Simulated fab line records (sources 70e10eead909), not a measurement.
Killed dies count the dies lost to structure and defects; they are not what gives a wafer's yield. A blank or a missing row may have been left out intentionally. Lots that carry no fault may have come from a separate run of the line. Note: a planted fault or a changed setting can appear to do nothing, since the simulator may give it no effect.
What tool caused it? -- flow nandHarc -- at 1 step of a route of 1302, 24 lots with 72 wafers sampled

## WHAT THE GAUGES READ, wafer by wafer
NHARC_A_ONON_D2_INSPECT_32. Usual: rawDefectCount at 371, with a standard deviation of 130.
lot,measured,on,rawDefectCount,flag
L074,day 12 15:14,defectInspect-02,379 347 389,
L075,day 13 14:19,defectInspect-02,384 294 328,
L076,day 13 20:53,defectInspect-01,385 248 532,
L078,day 14 05:53,defectInspect-02,271 685 303,
L077,day 14 13:41,defectInspect-01,310 293 385,
L079,day 14 13:46,defectInspect-02,283 226 293,
L081,day 15 12:31,defectInspect-02,448 378 502,
L080,day 15 18:38,defectInspect-02,328 385 543,
L084,day 16 14:03,defectInspect-02,350 261 268,
L082,day 16 14:08,defectInspect-02,303 324 453,
L083,day 16 18:11,defectInspect-02,241 276 360,
L086,day 17 10:25,defectInspect-02,321 795 512,
L085,day 17 10:32,defectInspect-02,370 306 657,
L087,day 18 07:00,defectInspect-01,351 208 295,
L089,day 19 08:08,defectInspect-02,531 307 376,
L088,day 19 08:08,defectInspect-01,351 615 801,
L090,day 19 18:13,defectInspect-02,251 194 241,
L091,day 19 18:16,defectInspect-01,374 225 391,
L092,day 20 17:31,defectInspect-02,381 364 401,
L093,day 20 21:51,defectInspect-02,799 389 343,
L095,day 21 14:20,defectInspect-02,415 235 330,
L094,day 21 14:20,defectInspect-01,216 254 364,
L096,day 22 10:32,defectInspect-02,296 285 307,
L097,day 22 20:05,defectInspect-02,399 785 540,

## WHICH TOOL RAN EACH LOT (tool, then ch and the chambers of the sampled wafers, then the start)
The record shows no process step preceding these readings.

## AS READ BY THE TOOLS THEMSELVES (means over the sampled wafers that have a number; for cases with no such wafer, the mark the record gives instead)
The record holds no such reading with a usual standard deviation.

## THE ANSWER, worked out from the rows above alone
Rule: lot off if the mean of its wafers having a number is beyond 3 standard deviations from the usual mean. Also off: a lot with no number at a reading for which 4 or more lots have one. Any other lot the step has rows for is counted as sound. After the gauges, taken in route order, come the tools' own readings; for these a lot's mean is taken, as printed above. At the first step where some lot is off, the reading lying furthest off is the one used; lots without a number count as furthest.
Nothing can be told from this: no lot is off at any reading shown.

## WHAT HAD BEEN PUT IN BY THE SIMULATOR
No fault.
